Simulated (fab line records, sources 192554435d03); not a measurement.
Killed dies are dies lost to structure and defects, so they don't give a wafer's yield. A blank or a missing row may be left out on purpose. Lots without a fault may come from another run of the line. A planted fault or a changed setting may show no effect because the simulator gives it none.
Split-lot experiment | flow n5_finfet | 7 lots, 21 wafers read, on a route of 1938 steps

THE SPLIT
At N5_MIM_TOP_LITHO_EXPOSE_05 (exposes mask MIM TOP, target cd 2000 nm), the setting dose_mj was moved away from the recipe's 20.5 on 6 of the 21 wafers read, by -6.3% to +6.4%. The other wafers ran this setting at the recipe's value.

FROM THE SPLIT TO THE READING: what the file shows between them, 3 steps
- N5_MIM_TOP_LITHO_PEB_06
- N5_MIM_TOP_LITHO_DEVELOP_07: develop time 60 s
- N5_MIM_TOP_LITHO_HARDBAKE_09: time 120 s

THE READING
cd_nm, in nm, at N5_MIM_TOP_LITHO_CD_MEAS_08 (target cd 2000 nm). Fault-free wafers of this fab line usually give 2000.1 nm, standard deviation 1.4 nm.

wafer  | tool, chamber at the split | dose_mj as run | against the recipe | cd_nm, nm | against lot-mates on the recipe
L074.4 | krf_scanner-02, 0          | 20.5           | recipe             | 2000.6    | -
L074.5 | krf_scanner-02, 0          | 21.17          | +3.3%              | 1995.6    | -5.0
L074.6 | krf_scanner-02, 0          | 21.17          | +3.3%              | 1993.9    | -6.7
L075.3 | krf_scanner-01, 0          | 20.5           | recipe             | 1999.8    | -
L075.5 | krf_scanner-01, 0          | 20.5           | recipe             | 1999.3    | -
L075.6 | krf_scanner-01, 0          | 20.5           | recipe             | 2000.6    | -
L083.1 | krf_scanner-02, 0          | 20.5           | recipe             | 1999.8    | -
L083.2 | krf_scanner-02, 0          | 20.5           | recipe             | 1998.0    | -
L083.5 | krf_scanner-02, 0          | 21.75          | +6.1%              | 1987.4    | -11.5
L082.2 | krf_scanner-02, 0          | 20.5           | recipe             | 1999.4    | -
L082.3 | krf_scanner-02, 0          | 20.5           | recipe             | 2000.0    | -
L082.5 | krf_scanner-02, 0          | 20.5           | recipe             | 1999.2    | -
L084.1 | krf_scanner-02, 0          | 21.82          | +6.4%              | 1991.6    | -7.4
L084.3 | krf_scanner-02, 0          | 21.82          | +6.4%              | 1988.0    | -11.0
L084.4 | krf_scanner-02, 0          | 20.5           | recipe             | 1999.0    | -
L085.3 | krf_scanner-02, 0          | 20.5           | recipe             | 1998.9    | -
L085.4 | krf_scanner-02, 0          | 20.5           | recipe             | 2001.0    | -
L085.6 | krf_scanner-02, 0          | 20.5           | recipe             | 2001.0    | -
L092.2 | krf_scanner-01, 0          | 20.5           | recipe             | 2000.6    | -
L092.3 | krf_scanner-01, 0          | 20.5           | recipe             | 2000.4    | -
L092.5 | krf_scanner-01, 0          | 19.21          | -6.3%              | 2010.8    | +10.3

THE FIT
A straight line over all 21 wafers: cd_nm changes by -1.7 nm for each +1% of dose_mj; r = -0.97; the points scatter about the line by 1.1 nm.
The same after taking each lot's own level away (the mean of its wafers on the recipe; 21 wafers): -1.61 nm for each +1%; r = -0.98; scatter 1 nm.
On that fit, the largest move of dose_mj shifts the reading by 10 nm.
The lots' own levels span 1998.90 to 2000.60 nm, that is 1.2 times the standard deviation above.
So the lot-to-lot level changes the slope little: the two slopes agree.
Check: with one of the wafers moved furthest among these (+6.4%) left out of the fit, the line predicts -11.3 nm for it against its lot-mates. It came out at -7.4 nm against them.

OTHER SPLITS ON THESE WAFERS
These wafers also went through other splits before the reading. Each is held against what the fit with the lots' levels taken away leaves over:
other split on the same wafers | wafers away from the commonest value | r with cd_nm (lot level and that fit taken away)
N5_BEOL_M14_SPUTTER_43 power_w | 6                                    | +0.45
N5_BEOL_M15_COAT_22 spin_rpm   | 4                                    | -0.06
N5_BEOL_M15_PEB_26 peb_temp_c  | 1                                    | +0.02

THE WHOLE CHAIN: every reading that the file lists as answering this split, in the file's order
step                        | what it does             | reading                                                              | change (the file's fit)              | r (the file's)
N5_MIM_TOP_LITHO_CD_MEAS_08 | target cd 2000 nm        | cd_nm                                                                | -1.65 nm for each +1% of the setting | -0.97
N5_MIM_TOP_LITHO_DESCUM_10  | chemistry O2, time 7.9 s | MIM_TOP_LITHO.cd_nm (the simulator's own value, which no gauge read) | -1.65 nm for each +1% of the setting | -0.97

THE FILE'S OWN FIT
cd_nm changes by -1.65 nm for each +1% of dose_mj, r = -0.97.
